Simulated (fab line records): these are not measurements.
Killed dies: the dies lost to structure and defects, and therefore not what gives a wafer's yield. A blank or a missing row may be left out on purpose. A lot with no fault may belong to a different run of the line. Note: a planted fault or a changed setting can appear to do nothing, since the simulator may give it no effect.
Chamber matching || flow nand harc || rie diel-01 running NHARC_A_CHANNEL_FILL_D2_ETCHBACK_20: 4 sister chambers
The step etches the open film in C4F8/O2/Ar, target depth 27 nm, time 13.5 s. 27 wafers are shown with their chamber, then 12 later ones without.

WAFERS PAIRED WITH THEIR CHAMBERS
{"wafer": "L074.1", "chamber": 3, "rf vpp V (V)": 972, "oes product au (a.u.)": 1.005}
{"wafer": "L074.3", "chamber": 2, "rf vpp V (V)": 985, "oes product au (a.u.)": 1.008}
{"wafer": "L074.5", "chamber": 2, "rf vpp V (V)": 988, "oes product au (a.u.)": 1.007}
{"wafer": "L076.2", "chamber": 0, "rf vpp V (V)": 974, "oes product au (a.u.)": 1.002}
{"wafer": "L076.3", "chamber": 3, "rf vpp V (V)": 970, "oes product au (a.u.)": 0.997}
{"wafer": "L076.5", "chamber": 0, "rf vpp V (V)": 976, "oes product au (a.u.)": 0.999}
{"wafer": "L076.1", "chamber": 1, "rf vpp V (V)": 968, "oes product au (a.u.)": 0.993}
{"wafer": "L076.4", "chamber": 2, "rf vpp V (V)": 986, "oes product au (a.u.)": 1.009}
{"wafer": "L076.6", "chamber": 3, "rf vpp V (V)": 973, "oes product au (a.u.)": 1.004}
{"wafer": "L078.3", "chamber": 2, "rf vpp V (V)": 988, "oes product au (a.u.)": 0.951}
{"wafer": "L078.4", "chamber": 1, "rf vpp V (V)": 970, "oes product au (a.u.)": 0.934}
{"wafer": "L078.6", "chamber": 0, "rf vpp V (V)": 974, "oes product au (a.u.)": 0.939}
{"wafer": "L081.3", "chamber": 1, "rf vpp V (V)": 969, "oes product au (a.u.)": 1.017}
{"wafer": "L081.4", "chamber": 1, "rf vpp V (V)": 971, "oes product au (a.u.)": 1.023}
{"wafer": "L081.5", "chamber": 2, "rf vpp V (V)": 986, "oes product au (a.u.)": 0.995}
{"wafer": "L083.1", "chamber": 1, "rf vpp V (V)": 969, "oes product au (a.u.)": 1.017}
{"wafer": "L083.2", "chamber": 3, "rf vpp V (V)": 971, "oes product au (a.u.)": 1.005}
{"wafer": "L083.3", "chamber": 0, "rf vpp V (V)": 973, "oes product au (a.u.)": 1.013}
{"wafer": "L085.4", "chamber": 3, "rf vpp V (V)": 970, "oes product au (a.u.)": 0.958}
{"wafer": "L085.5", "chamber": 2, "rf vpp V (V)": 984, "oes product au (a.u.)": 0.961}
{"wafer": "L085.6", "chamber": 1, "rf vpp V (V)": 970, "oes product au (a.u.)": 0.991}
{"wafer": "L088.1", "chamber": 1, "rf vpp V (V)": 970, "oes product au (a.u.)": 1.000}
{"wafer": "L088.2", "chamber": 2, "rf vpp V (V)": 986, "oes product au (a.u.)": 0.989}
{"wafer": "L088.3", "chamber": 0, "rf vpp V (V)": 972, "oes product au (a.u.)": 1.013}
{"wafer": "L088.4", "chamber": 3, "rf vpp V (V)": 971, "oes product au (a.u.)": 0.987}
{"wafer": "L088.5", "chamber": 1, "rf vpp V (V)": 969, "oes product au (a.u.)": 1.007}
{"wafer": "L088.6", "chamber": 0, "rf vpp V (V)": 974, "oes product au (a.u.)": 0.992}

SIGNATURES (averages over the wafers above)
{"reading": "rf vpp V", "chamber 0": 973.83, "chamber 1": 969.50, "chamber 2": 986.14, "chamber 3": 971.17, "scatter within a chamber": 1.23}
{"reading": "oes product au", "chamber 0": 0.99300, "chamber 1": 0.99775, "chamber 2": 0.98857, "chamber 3": 0.99267, "scatter within a chamber": 0.0251}
Rule: for a wafer and a chamber, the distance is found by dividing, reading by reading, the gap between the wafer's reading and the chamber's mean by the reading's scatter, squaring, summing and taking the root. If the next closest chamber is less than 2 further off than the closest, the wafer can't be placed; otherwise it belongs to the closest. How the scatter is found: for the shown wafers, subtract from each reading the mean of its chamber, square and add these, divide the total by (wafers less chambers), then take the root.

WAFERS WITH NO CHAMBER GIVEN
{"wafer": "L090.1", "rf vpp V (V)": 986, "oes product au (a.u.)": 0.997}
{"wafer": "L090.4", "rf vpp V (V)": 974, "oes product au (a.u.)": 1.002}
{"wafer": "L090.5", "rf vpp V (V)": 970, "oes product au (a.u.)": 1.021}
{"wafer": "L090.2", "rf vpp V (V)": 970, "oes product au (a.u.)": 1.009}
{"wafer": "L090.3", "rf vpp V (V)": 970, "oes product au (a.u.)": 1.025}
{"wafer": "L090.6", "rf vpp V (V)": 974, "oes product au (a.u.)": 1.001}
{"wafer": "L092.3", "rf vpp V (V)": 987, "oes product au (a.u.)": 0.997}
{"wafer": "L092.4", "rf vpp V (V)": 974, "oes product au (a.u.)": 0.997}
{"wafer": "L092.5", "rf vpp V (V)": 987, "oes product au (a.u.)": 0.996}
{"wafer": "L095.2", "rf vpp V (V)": 987, "oes product au (a.u.)": 1.006}
{"wafer": "L095.4", "rf vpp V (V)": 974, "oes product au (a.u.)": 1.002}
{"wafer": "L095.5", "rf vpp V (V)": 987, "oes product au (a.u.)": 1.004}

CHAMBER TAKEN BY EACH
{"wafer": "L090.1", "from the rows above": 2, "in truth": 2}
{"wafer": "L090.4", "from the rows above": "can't be placed: 0 or 3", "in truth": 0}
{"wafer": "L090.5", "from the rows above": "can't be placed: 1 or 3", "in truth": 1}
{"wafer": "L090.2", "from the rows above": "can't be placed: 1 or 3", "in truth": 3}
{"wafer": "L090.3", "from the rows above": "can't be placed: 1 or 3", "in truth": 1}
{"wafer": "L090.6", "from the rows above": "can't be placed: 0 or 3", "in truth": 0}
{"wafer": "L092.3", "from the rows above": 2, "in truth": 2}
{"wafer": "L092.4", "from the rows above": 0, "in truth": 0}
{"wafer": "L092.5", "from the rows above": 2, "in truth": 2}
{"wafer": "L095.2", "from the rows above": 2, "in truth": 2}
{"wafer": "L095.4", "from the rows above": "can't be placed: 0 or 3", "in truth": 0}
{"wafer": "L095.5", "from the rows above": 2, "in truth": 2}
Correctly placed: 6 of 12. Unplaceable from these rows: 6, with the true chamber sitting among the candidates in 6. Wrongly placed: 0.
